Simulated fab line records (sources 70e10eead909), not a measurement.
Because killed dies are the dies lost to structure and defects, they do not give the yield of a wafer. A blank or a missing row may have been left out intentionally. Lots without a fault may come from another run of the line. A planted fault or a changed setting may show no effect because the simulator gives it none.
A lot that was struck, set against a sound lot -- flow nand harc -- 14 steps out of a route of 1302
Sound: wafers L806.1, L806.5, L806.6. Struck: wafer L804.5 (left out: L804.1, L804.3 of the same lot, which were not struck); the cause appears at the end.
Per side, at each step with rows, come the tool, then ch with its chambers, and then its first start. Under that, the readings that differ: sound wafers -- struck wafers -- difference of the means -- sigmas: that difference in standard deviations of wafers without a fault.
alike: readings whose means differ by less than 2 such deviations, and words and numbers that are the same on both sides. not compared: withheld readings, readings that some wafer has no value for, bounds like >300 that may hide the same value, and numbers for which the record gives no deviation and whose values overlap.
The two part at a step that has a row with sigmas, a row that says differs or no value, or rows on one side only. Numbers that have no deviation but don't overlap get no sigmas and don't part them. A reading that every wafer of one side lacks parts them only if that side has two wafers or more.

NHARC_A_SOURCE_PLATE_THK_MEAS_06: measures by ellipsometry.
  struck on film metro-01, day 12 03:44; sound on film metro-01, day 13 16:02
  alike: thk nm
NHARC_A_SOURCE_PLATE_INSPECT_08:
  struck on defect inspect-02, day 12 03:51; sound on defect inspect-01, day 13 16:06
reading,sound,struck,difference,sigmas
raw defect count,248 130 243,106,-101,-3
then, no rows for these wafers at 1 step: NHARC_A_ONON_D1_DEP_00 (target thk 1000 nm).
NHARC_A_ONON_D1_THK_MEAS_02: measures by ellipsometry.
  struck on film metro-01, day 12 04:26; sound on film metro-02, day 13 16:41
  alike: thk nm
then, no rows for these wafers at 1 step: NHARC_A_ONON_D1_DEP_03 (target thk 1000 nm).
NHARC_A_ONON_D1_THK_MEAS_05: measures by ellipsometry.
  struck on film metro-01, day 12 05:00; sound on film metro-02, day 13 17:15
reading,sound,struck,difference,sigmas
thk nm (nm),1013 1012 1015,992,-21,-3
then, no rows for these wafers at 1 step: NHARC_A_ONON_D1_DEP_06 (target thk 1000 nm).
NHARC_A_ONON_D1_THK_MEAS_08: measures by ellipsometry.
  struck on film metro-01, day 12 05:35; sound on film metro-02, day 13 17:49
  alike: thk nm
then, no rows for these wafers at 1 step: NHARC_A_ONON_D1_DEP_09 (target thk 1000 nm).
NHARC_A_ONON_D1_THK_MEAS_11: measures by ellipsometry.
  struck on film metro-02, day 12 06:09; sound on film metro-02, day 13 18:23
  alike: thk nm
NHARC_A_ONON_D1_DEP_12: target thk 1000 nm.
  sound on pecvd onon-01 ch 0, day 13 18:26; struck on pecvd onon-04 ch 0, day 12 06:13
  alike: n2o flow sccm
NHARC_A_ONON_D1_THK_MEAS_14: measures by ellipsometry.
  struck on film metro-01, day 12 06:43; sound on film metro-02, day 13 18:57
reading,sound,struck,difference,sigmas
thk nm (nm),1012 1012 1011,965,-47,-5
then, 1 step without rows for these wafers: NHARC_A_ONON_D1_ANNEAL_15 (time 3600 s).
-- record jumps: 17 days between struck wafers' starts before vs after; left off in module A_ONON_D1, resumes in module END, first step shown is number 1302 of the route --
NHARC_END_SORT_01:
  sound on prober-01 ch 0, day 30 08:51; struck on prober-02 ch 0, day 28 19:43
  alike: killed at array, killed at other, killed at periphery, killed dies, killed open, killed short

## WHERE THEY PART
At NHARC_A_SOURCE_PLATE_INSPECT_08 first; at NHARC_A_ONON_D1_THK_MEAS_14 last (within this record only). Later steps at which nothing parts them and some readings are alike: NHARC_END_SORT_01.

WHY: the cause the simulator had injected
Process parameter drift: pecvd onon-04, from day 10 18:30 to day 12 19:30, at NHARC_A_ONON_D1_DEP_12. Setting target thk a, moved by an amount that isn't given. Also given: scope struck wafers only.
